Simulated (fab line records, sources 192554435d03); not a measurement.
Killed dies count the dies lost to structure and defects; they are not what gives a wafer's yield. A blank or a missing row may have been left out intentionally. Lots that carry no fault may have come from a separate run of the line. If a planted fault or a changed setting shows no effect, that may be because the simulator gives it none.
Matching of chambers    flow n5-finfet    4 sister chambers for N5_BEOL_M5_CMP_52 on cmp-02
The step polishes, stops on SiCOH lowk, t overpolish 6.9 s, target thk 62 nm. 8 wafers are shown with their chamber, then 7 later ones without.

== WAFERS WITH THEIR CHAMBER ==
wafer   chamber  motor-current-A (A)  overpolish-run-s (s)
L163.4  2        5.4                  6.910
L177.1  2        5.6                  6.916
L177.4  1        5.8                  6.895
L178.1  3        6.1                  6.897
L178.5  0        5.5                  6.908
L178.6  3        6.1                  6.906
L179.2  1        5.6                  6.894
L179.5  0        4.9                  6.914

== WAFERS WHOSE CHAMBER IS MISSING ==
wafer   motor-current-A (A)  overpolish-run-s (s)
L179.6  5.3                  6.908
L180.1  6.1                  6.905
L180.2  5.2                  6.918
L180.3  5.3                  6.891
L181.1  5.6                  6.898
L181.2  5.7                  6.913
L181.4  5.4                  6.894

== EACH ONE'S CHAMBER ==
wafer    from the rows above       in truth
L179.6   can't be placed: 0 or 2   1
L180.1   3                         3
L180.2   can't be placed: 0 or 2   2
L180.3   1                         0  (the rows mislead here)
L181.1   can't be placed: 1 or 3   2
L181.2   can't be placed: 2 or 0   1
L181.4   1                         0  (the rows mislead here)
Placed correctly: 1 of 7. Not placeable from these rows: 4 (in 1, the candidates include the true chamber). 2 placed wrongly.
How it was worked out, from the rows above alone: a wafer's distance from a chamber is the root of the sum, over the readings, of the square of ((its reading less the chamber's mean) divided by the reading's scatter). The wafer belongs to the nearest chamber; if the next one is less than 2 further off, it can't be placed. The mean given for a chamber averages the wafers shown for that chamber. The scatter: take each reading less its chamber's mean, square it, sum over the shown wafers, divide by the number of wafers less the number of chambers, and take the root.
